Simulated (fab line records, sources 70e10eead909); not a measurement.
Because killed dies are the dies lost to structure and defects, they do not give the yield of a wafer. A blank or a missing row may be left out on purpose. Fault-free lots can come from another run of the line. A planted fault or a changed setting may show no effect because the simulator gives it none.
Matching of chambers -- flow nand_harc -- NHARC_P_M0_STRIP_18 on rie_diel-10: 4 sister chambers
The step strips in N2/H2. 14 wafers are shown with their chamber, then 7 later ones without.

== WAFERS, EACH WITH ITS CHAMBER ==
wafer,chamber,drypump_motor_current_A (A),oes_product_au (a.u.),rf_vpp_V (V)
L879.1,0,5.7,0.994,88.8
L879.2,2,6.3,0.990,91.8
L879.6,2,6.3,0.986,91.4
L880.1,2,6.3,0.980,92.2
L880.3,3,5.2,1.009,91.9
L880.5,1,5.9,0.994,91.1
L882.2,0,5.6,0.992,89.8
L882.4,0,5.6,0.987,90.0
L882.5,1,5.9,0.986,91.6
L881.2,3,5.2,1.016,91.4
L881.3,1,5.9,0.994,90.7
L881.5,2,6.3,0.995,92.2
L885.1,0,5.7,0.996,90.3
L885.4,2,6.3,0.985,91.6

SIGNATURES, as means of the wafers listed above
reading,chamber 0,chamber 1,chamber 2,chamber 3,scatter within a chamber
drypump_motor_current_A,5.650,5.900,6.300,5.200,0.0316
oes_product_au,0.99225,0.99133,0.98720,1.01250,0.00489
rf_vpp_V,89.725,91.133,91.840,91.650,0.481
Rule: for a wafer and a chamber, the distance is found by dividing, reading by reading, the gap between the wafer's reading and the chamber's mean by the reading's scatter, squaring, summing and taking the root. The wafer belongs to the nearest chamber; if the next one is less than 2 further off, it can't be placed. The scatter is the square root of a quotient: the sum, over the shown wafers, of each reading's squared deviation from its chamber's mean, divided by wafers minus chambers.

== WAFERS WITHOUT THEIR CHAMBER ==
wafer,drypump_motor_current_A (A),oes_product_au (a.u.),rf_vpp_V (V)
L885.5,5.2,0.997,92.4
L891.2,5.9,0.990,92.4
L891.4,5.2,0.994,91.1
L891.5,5.9,0.999,91.9
L902.1,5.9,0.990,90.4
L902.2,6.3,1.001,92.2
L902.5,6.3,0.996,91.0

== WHICH CHAMBER EACH ONE RAN IN ==
wafer,from the rows above,in truth
L885.5,3,3
L891.2,1,1
L891.4,3,3
L891.5,1,1
L902.1,1,1
L902.2,2,2
L902.5,2,2
Placed correctly: 7 of 7. From these rows, 0 cannot be placed. 0 placed wrongly.
